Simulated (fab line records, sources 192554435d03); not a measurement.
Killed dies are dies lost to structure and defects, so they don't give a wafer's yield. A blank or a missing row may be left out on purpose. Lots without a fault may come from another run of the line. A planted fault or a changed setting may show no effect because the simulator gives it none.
Which tool did it? | flow n5_finfet | 9 lots, 27 wafers sampled, at 3 steps of a route of 1938

WHAT THE GAUGES READ, wafer by wafer
N5_BEOL_M8_THK_MEAS_53: measures by xrf.
lot  | measured     | on            | M8_THK (nm)
L815 | day 11 01:50 | film_metro-01 | 78.2 78.2 78.1
L817 | day 11 11:23 | film_metro-01 | 79.6 79.0 79.2
L825 | day 14 16:05 | film_metro-01 | 70.1 78.2 79.0
L828 | day 15 01:50 | film_metro-01 | 80.3 74.4 81.9
L822 | day 15 07:05 | film_metro-01 | 76.7 76.1 69.9
L827 | day 15 10:08 | film_metro-01 | 70.3 76.7 75.4
L832 | day 16 09:53 | film_metro-02 | 78.0 80.0 78.5
L834 | day 17 05:38 | film_metro-02 | 80.0 78.4 79.0
L835 | day 17 18:34 | film_metro-01 | 78.0 78.0 78.6

WHICH TOOL RAN EACH LOT (tool, then ch and the chambers of the sampled wafers, then the start)
lot  | N5_BEOL_M8_TRENCH_ETCH_37          | N5_BEOL_M8_STRIP_80
L815 | rie_diel-01 ch 0,1,3, day 10 22:52 | rie_diel-01 ch 0,1,3, day 10 23:01 or earlier
L817 | rie_diel-05 ch 1,2, day 11 07:18   | rie_diel-05 ch 1,2, day 11 07:28 or earlier
L825 | rie_diel-01 ch 0,1,2, day 14 12:58 | rie_diel-01 ch 0,1,2, day 14 13:08 or earlier
L828 | rie_diel-04 ch 1,2,3, day 14 22:02 | rie_diel-04 ch 1,2,3, day 14 22:12 or earlier
L822 | rie_diel-01 ch 1,2,3, day 15 04:24 | rie_diel-01 ch 1,2,3, day 15 04:34 or earlier
L827 | rie_diel-01 ch 1,2,3, day 15 07:23 | rie_diel-01 ch 1,2,3, day 15 07:33 or earlier
L832 | rie_diel-05 ch 1,3, day 16 06:17   | rie_diel-05 ch 1,3, day 16 06:30 or earlier
L834 | rie_diel-04 ch 0,1,3, day 17 02:04 | rie_diel-04 ch 0,1,3, day 17 02:14 or earlier
L835 | rie_diel-01 ch 0,1, day 17 14:11   | rie_diel-01 ch 0,1, day 17 14:20 or earlier
- N5_BEOL_M8_TRENCH_ETCH_37: etches SiCOH lowk in C4F6/O2, target depth 93.478 nm, time 31.2 s.
- N5_BEOL_M8_STRIP_80: strips in N2/H2, time 10 s.

THE ANSWER, worked out from the rows above alone
Rule: what is usual is taken from the lots themselves. Put in order of their means at a reading, lots are off if they are a third of the lots or fewer, leave a main group of 4 or more, and stand apart from it by a gap of 3 or more times the standard deviation of the main group's means; of several such gaps the widest counts. A main group whose means are all the same, to the digits that the tables above print for the reading, isn't used. A lot without any number at a reading at which 4 lots or more have one is off too. The other lots that the step has rows for count as sound.
Off: L825, L822, L827, at N5_BEOL_M8_THK_MEAS_53 (M8_THK). The main group: mean 78.7 nm, standard deviation 0.42.
A tool fits if, at a process step before that reading, it ran every lot that is off, and no sound lot after the first of them. The gauges at N5_BEOL_M8_THK_MEAS_53 are tried like those tools. N5_BEOL_M8_STRIP_80 gives no start for some lots, so the hours and the order of its lots are those of N5_BEOL_M8_OCD_MEAS_38. None of those tried fits.

WHAT THE SIMULATOR HAD PUT IN
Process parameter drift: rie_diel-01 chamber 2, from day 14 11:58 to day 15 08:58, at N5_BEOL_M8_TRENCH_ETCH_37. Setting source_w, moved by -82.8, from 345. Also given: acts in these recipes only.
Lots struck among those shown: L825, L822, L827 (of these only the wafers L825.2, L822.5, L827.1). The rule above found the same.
